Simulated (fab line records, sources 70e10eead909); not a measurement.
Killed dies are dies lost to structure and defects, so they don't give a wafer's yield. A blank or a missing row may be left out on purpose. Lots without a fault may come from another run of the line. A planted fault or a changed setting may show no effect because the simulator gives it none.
A struck lot beside a sound one | flow nand_harc | 14 steps out of a route of 1302
Sound: wafers L694.1, L694.2, L694.3. Struck: wafers L695.1, L695.2, L695.5. The cause comes at the end.
At each step with rows: each side's tool, then ch and its chambers, then its first start. Under that, the readings that differ: sound wafers | struck wafers | difference of the means | sigmas: that difference in standard deviations of wafers without a fault.
alike: readings whose means differ by less than 2 such deviations, and words and numbers that are the same on both sides. not compared: withheld readings, readings that some wafer has no value for, bounds like >300 that may hide the same value, and numbers for which the record gives no deviation and whose values overlap.
The two part at a step that has a row with sigmas, a row that says differs or no value, or rows on one side only. Numbers that don't overlap but have no deviation are shown without sigmas and don't part them. A reading that every wafer of one side lacks parts them only if that side has two wafers or more.

NHARC_A_WL_FILL_STRIP_27: strips in N2/H2, time 20 s.
  sound on plasma_asher-01 ch 0,1, day 26 16:51; struck on plasma_asher-01 ch 0,1, day 26 01:12
  alike: drypump_motor_current_A, heater_power_w
  not compared: rf_hours_counter_h
then, 4 steps without rows for these wafers: NHARC_A_WL_FILL_STRIP_28 (strips in post etch residue remover, time 1200 s); NHARC_A_WL_FILL_PRECLEAN_06 (cleans in DIW, time 300 s); NHARC_A_WL_FILL_SRD_07; NHARC_A_WL_FILL_ANNEAL_08 (time 1800 s).
NHARC_A_WL_FILL_ALD_10: deposits SiO2, target thk 50 nm, pulse time 10 s, ald cycles 500.
  sound on ald_hk-01 ch 0,1,3, day 26 23:24; struck on ald_hk-03 ch 1,2,3, day 26 07:08
  alike: heater_power_w, precursor_pulse_height_rel
  not compared: since_wet_clean_h
NHARC_A_WL_FILL_ETCHBACK_16: etches the open film in C4F8/O2/Ar, target depth 120 nm, time 24 s.
  sound on rie_diel-05 ch 0,2,3; struck on rie_diel-05 ch 0,2,3
  alike: oes_product_au, rf_vpp_V
  not compared: rf_hours_counter_h
NHARC_A_WL_FILL_STRIP_29: strips in O2, time 20 s.
  sound on rie_diel-05 ch 1,2,3, day 27 03:37; struck on rie_diel-05 ch 0,1,3, day 26 10:50
  alike: drypump_motor_current_A, oes_product_au, rf_vpp_V, showerhead_plenum_p_Torr, throttle_valve_pct
  not compared: rf_hours_counter_h
then, 3 steps without rows for these wafers: NHARC_A_WL_FILL_ETCHBACK_17 (etches the open film in Cl2/BCl3, target depth 4 nm, time 26.7 s); NHARC_A_WL_FILL_PRECLEAN_18 (cleans in dHF, time 30 s); NHARC_A_WL_FILL_SRD_21.
NHARC_A_WL_FILL_CVD_23: deposits poly-Si, target thk 40 nm, time 800 s.
  sound on lpcvd_poly-02 ch 0, day 27 06:15; struck on lpcvd_poly-01 ch 0, day 27 19:35
NHARC_A_WL_FILL_ETCHBACK_26: etches the open film in HBr, target depth 52 nm, time 13.3 s.
  sound on rie_si-05 ch 0,1,3, day 27 08:52; struck on rie_si-04 ch 0,1, day 27 22:10
  alike: drypump_motor_current_A, oes_product_au, throttle_valve_pct
  not compared: rf_hours_counter_h
-- the record jumps here: 3 days lie between the struck wafers' starts before and after (it left off in module A_WL_FILL and takes up again in module END, whose first step shown is number 1302 of the route) --
NHARC_END_SORT_01:
  sound on prober-02 ch 0, day 30 14:29; struck on prober-02 ch 0, day 31 06:01
  alike: killed_at_array, killed_at_other, killed_at_periphery, killed_dies, killed_open, killed_short

WHERE THEY PART
Nowhere in this record.

WHY: what the simulator had put in
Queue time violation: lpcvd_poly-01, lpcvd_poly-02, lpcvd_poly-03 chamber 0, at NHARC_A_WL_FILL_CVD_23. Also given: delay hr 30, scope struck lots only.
